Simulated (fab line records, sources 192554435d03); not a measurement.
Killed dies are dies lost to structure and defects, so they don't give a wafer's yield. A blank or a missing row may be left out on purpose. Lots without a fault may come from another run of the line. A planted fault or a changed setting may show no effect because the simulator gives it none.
A struck lot beside a sound one | flow n5_finfet | 17 steps out of a route of 1938
Sound: wafers L986.2, L986.4. Struck: wafers L988.1, L988.2, L988.6. The cause comes at the end.
At each step with rows: each side's tool, then ch and its chambers, then its first start. Under that, the readings that differ: sound wafers | struck wafers | difference of the means | sigmas: that difference in standard deviations of wafers without a fault.
alike: readings whose means differ by less than 2 such deviations, and words and numbers that are the same on both sides. not compared: withheld readings, readings that some wafer has no value for, bounds like >300 that may hide the same value, and numbers for which the record gives no deviation and whose values overlap.
The two part at a step that has a row with sigmas, a row that says differs or no value, or rows on one side only. Numbers that don't overlap but have no deviation are shown without sigmas and don't part them. A reading that every wafer of one side lacks parts them only if that side has two wafers or more.

first, 10 steps without rows for these wafers: N5_FIN_SAQP_ETCH_67 (etches SiNx in CH3F/O2, target depth 30 nm); N5_FIN_SAQP_STRIP_70 (strips in N2/H2); N5_FIN_SAQP_RECESS_71 (chemistry HF/NH3, target SiO2, target depth 3 nm, afs cycles 1, sublimation time 60 s); N5_FIN_SAQP_SPACER2_ALD_28 (deposits SiO2, target thk 8.1 nm, pulse time 1 s, purge time 2 s); N5_FIN_SAQP_SPACER2_ETCHBACK_29 (etches SiO2 in CHF3/O2, target depth 12.2 nm, time 6.1 s); N5_FIN_SAQP_MANDREL2_REMOVE_60 (chemistry HBr/Cl2/O2, target a-Si, stops on SiNx, bt time 10 s); N5_FIN_SAQP_HM_OPEN_33 (chemistry CH3F/O2, target SiNx, target depth 49.4 nm, time 70.6 s); N5_FIN_SAQP_ETCH_34 (etches SiO2 in C4F6/O2, target depth 45 nm, time 15 s); N5_FIN_SAQP_STRIP_77 (strips in N2/H2, time 90 s); N5_FIN_SAQP_ETCH_64 (etches SiO2 in CF4, target depth 1.5 nm).
N5_FIN_SAQP_FIN_ETCH_36: etches the open film in HBr/Cl2/O2, target depth 120 nm, time 50.4 s.
  sound on rie_si-01 ch 0,3, day 3 02:41; struck on rie_si-04 ch 0,2,3, day 3 15:25
  no value came back on the struck wafers for any of 8 readings (HBr_flow_sccm (sccm), O2_flow_sccm (sccm) and others); on the sound wafers HBr_flow_sccm (sccm) reads 150.3 149.5
  reading                                      | sound     | struck         | difference | sigmas
  model.SiNx_of_FIN_SAQP_HM_DEP_03.thk_nm (nm) | 20.2 20.4 | 31.4 32.8 33.4 | +12.2      |
then, 1 step without rows for these wafers: N5_FIN_SAQP_PRECLEAN_38 (cleans in O3/DIW, time 45 s).
N5_FIN_SAQP_PRECLEAN_45: cleans in dHF, time 10 s.
  sound on wet_bench-04 ch 0,3, day 3 02:53; struck on wet_bench-06 ch 0,5,6, day 3 15:35
  reading                                      | sound     | struck         | difference | sigmas
  model.SiNx_of_FIN_SAQP_HM_DEP_03.thk_nm (nm) | 20.2 20.2 | 31.2 32.6 33.4 | +12.2      |
  alike: temp_c
then, 1 step without rows for these wafers: N5_FIN_SAQP_SRD_39 (time 30 s).
N5_FIN_SAQP_OCD_MEAS_76:
  sound on ocd-01, day 3 02:56; struck on ocd-01, day 3 15:38
  reading              | sound       | struck      | difference | sigmas
  trench_depth_nm (nm) | 118.3 123.9 | 0.3 0.4 0.1 | -120.8     | -42
N5_BEOL_M4_RC_MEAS_101:
  the record has rows for the sound wafers here (prober-02 ch 0, day 9 09:46) and none for the struck ones
-- the record jumps here: 11 days lie between the struck wafers' starts before and after (it left off in module BEOL_M4 and takes up again in module PASSIVATION, whose first step shown is number 1936 of the route) --
N5_PASSIVATION_PROBE_49:
  sound on prober-01, day 13 17:23; struck on prober-02, day 14 09:10
  reading             | sound   | struck         | difference | sigmas
  killed_at_front_end | 49 55   | 1109 1117 1110 | +1060      | +88
  killed_dies         | 120 129 | 1180 1180 1180 | +1056      | +62
  killed_on_rim       | 12 16   | 152 152 152    | +138       | +34
  alike: killed_at_M0_to_M3, killed_at_M4_up, killed_at_contacts, killed_at_other, killed_open, killed_short

WHERE THEY PART
First at N5_FIN_SAQP_FIN_ETCH_36; last, within this record, at N5_PASSIVATION_PROBE_49.

WHY: what the simulator had put in
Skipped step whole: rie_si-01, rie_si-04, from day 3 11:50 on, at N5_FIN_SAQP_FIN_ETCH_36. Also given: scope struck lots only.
